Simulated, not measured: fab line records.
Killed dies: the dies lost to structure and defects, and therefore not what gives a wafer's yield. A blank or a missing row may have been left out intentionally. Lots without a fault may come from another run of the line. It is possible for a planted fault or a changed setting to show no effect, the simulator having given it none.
Split-lot trial || flow n5 finfet || route with 1938 steps; 7 lots, 21 wafers read

ABOUT THE SPLIT
At N5_BEOL_M9_TRENCH_ETCH_37 (etches SiCOH lowk in C4F6/O2, target depth 151.43 nm, time 49 s), the setting bias w was moved away from the recipe's 185 W on 7 of the 21 wafers read, by -17.5% to +7.9%. All remaining wafers had this setting at the recipe value.

Reading taken at the split's own step.

THE READING
rf vpp V, in V, at N5_BEOL_M9_TRENCH_ETCH_37 (etches SiCOH lowk in C4F6/O2, target depth 151.43 nm, time 49 s). Fault-free wafers of this fab line usually give 660 V, standard deviation 11 V.

{"wafer": "L074.1", "tool, chamber at the split": "rie diel-02, 3", "bias w as run, W": 185, "against the recipe": "recipe", "rf vpp V, V": 656, "against lot-mates on the recipe": "-"}
{"wafer": "L074.3", "tool, chamber at the split": "rie diel-02, 2", "bias w as run, W": 185, "against the recipe": "recipe", "rf vpp V, V": 679, "against lot-mates on the recipe": "-"}
{"wafer": "L074.5", "tool, chamber at the split": "rie diel-02, 2", "bias w as run, W": 185, "against the recipe": "recipe", "rf vpp V, V": 682, "against lot-mates on the recipe": "-"}
{"wafer": "L077.3", "tool, chamber at the split": "rie diel-04, 0", "bias w as run, W": 185, "against the recipe": "recipe", "rf vpp V, V": 665, "against lot-mates on the recipe": "-"}
{"wafer": "L077.4", "tool, chamber at the split": "rie diel-04, 1", "bias w as run, W": 199.6, "against the recipe": "+7.9%", "rf vpp V, V": 704, "against lot-mates on the recipe": "+40"}
{"wafer": "L077.6", "tool, chamber at the split": "rie diel-04, 1", "bias w as run, W": 185, "against the recipe": "recipe", "rf vpp V, V": 664, "against lot-mates on the recipe": "-"}
{"wafer": "L080.2", "tool, chamber at the split": "rie diel-01, 2", "bias w as run, W": 185, "against the recipe": "recipe", "rf vpp V, V": 651, "against lot-mates on the recipe": "-"}
{"wafer": "L080.4", "tool, chamber at the split": "rie diel-01, 0", "bias w as run, W": 185, "against the recipe": "recipe", "rf vpp V, V": 667, "against lot-mates on the recipe": "-"}
{"wafer": "L080.6", "tool, chamber at the split": "rie diel-01, 3", "bias w as run, W": 185, "against the recipe": "recipe", "rf vpp V, V": 643, "against lot-mates on the recipe": "-"}
{"wafer": "L082.1", "tool, chamber at the split": "rie diel-01, 3", "bias w as run, W": 185, "against the recipe": "recipe", "rf vpp V, V": 644, "against lot-mates on the recipe": "-"}
{"wafer": "L082.2", "tool, chamber at the split": "rie diel-01, 2", "bias w as run, W": 185, "against the recipe": "recipe", "rf vpp V, V": 653, "against lot-mates on the recipe": "-"}
{"wafer": "L082.6", "tool, chamber at the split": "rie diel-01, 0", "bias w as run, W": 185, "against the recipe": "recipe", "rf vpp V, V": 666, "against lot-mates on the recipe": "-"}
{"wafer": "L084.2", "tool, chamber at the split": "rie diel-01, 1", "bias w as run, W": 170.6, "against the recipe": "-7.8%", "rf vpp V, V": 632, "against lot-mates on the recipe": "no lot-mate on the recipe"}
{"wafer": "L084.4", "tool, chamber at the split": "rie diel-01, 3", "bias w as run, W": 170.6, "against the recipe": "-7.8%", "rf vpp V, V": 603, "against lot-mates on the recipe": "no lot-mate on the recipe"}
{"wafer": "L084.6", "tool, chamber at the split": "rie diel-01, 1", "bias w as run, W": 170.6, "against the recipe": "-7.8%", "rf vpp V, V": 633, "against lot-mates on the recipe": "no lot-mate on the recipe"}
{"wafer": "L091.2", "tool, chamber at the split": "rie diel-01, 1", "bias w as run, W": 185, "against the recipe": "recipe", "rf vpp V, V": 674, "against lot-mates on the recipe": "-"}
{"wafer": "L091.3", "tool, chamber at the split": "rie diel-01, 2", "bias w as run, W": 158, "against the recipe": "-14.6%", "rf vpp V, V": 575, "against lot-mates on the recipe": -95}
{"wafer": "L091.4", "tool, chamber at the split": "rie diel-01, 0", "bias w as run, W": 185, "against the recipe": "recipe", "rf vpp V, V": 666, "against lot-mates on the recipe": "-"}
{"wafer": "L094.1", "tool, chamber at the split": "rie diel-04, 2", "bias w as run, W": 185, "against the recipe": "recipe", "rf vpp V, V": 664, "against lot-mates on the recipe": "-"}
{"wafer": "L094.2", "tool, chamber at the split": "rie diel-04, 1", "bias w as run, W": 152.6, "against the recipe": "-17.5%", "rf vpp V, V": 569, "against lot-mates on the recipe": -95}
{"wafer": "L094.3", "tool, chamber at the split": "rie diel-04, 3", "bias w as run, W": 152.6, "against the recipe": "-17.5%", "rf vpp V, V": 577, "against lot-mates on the recipe": -87}

FIT RESULTS
A straight line over all 21 wafers: rf vpp V changes by +5.29 V for each +1% of bias w; r = +0.95; the points scatter about the line by 12 V.
The same after taking each lot's own level away (the mean of its wafers on the recipe; 18 wafers): +5.47 V for each +1%; r = +0.97; scatter 9 V.
The reading moves by 96 V for the largest change in bias w, on that fit.
The lots' own levels span 653.7 to 672.3 V, that is 1.7 times the standard deviation above.
Consequently the slope shifts little with the lot-to-lot level, the two slopes agreeing.
Check: with one of the wafers moved furthest among these (-17.5%) left out of the fit, the line predicts -97.1 V for it against its lot-mates. Against them it came out at -95 V.
Tool readings at the split's step, against how far the setting was moved: rf vpp V r = +0.95.

OTHER SPLITS APPLIED TO THESE WAFERS
These wafers also went through other splits before the reading. Each is held against what the fit with the lots' levels taken away leaves over:
{"other split on the same wafers": "N5_BEOL_M7_ETCH_41 source w", "wafers away from the commonest value": 4, "r with rf vpp V (lot level and that fit taken away)": -0.25}
{"other split on the same wafers": "N5_BEOL_M8_ETCH_65 source w", "wafers away from the commonest value": 6, "r with rf vpp V (lot level and that fit taken away)": "+0.01"}

THE FILE'S OWN FIT
rf vpp V changes by +5.65 V for each +1% of bias w, r = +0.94.
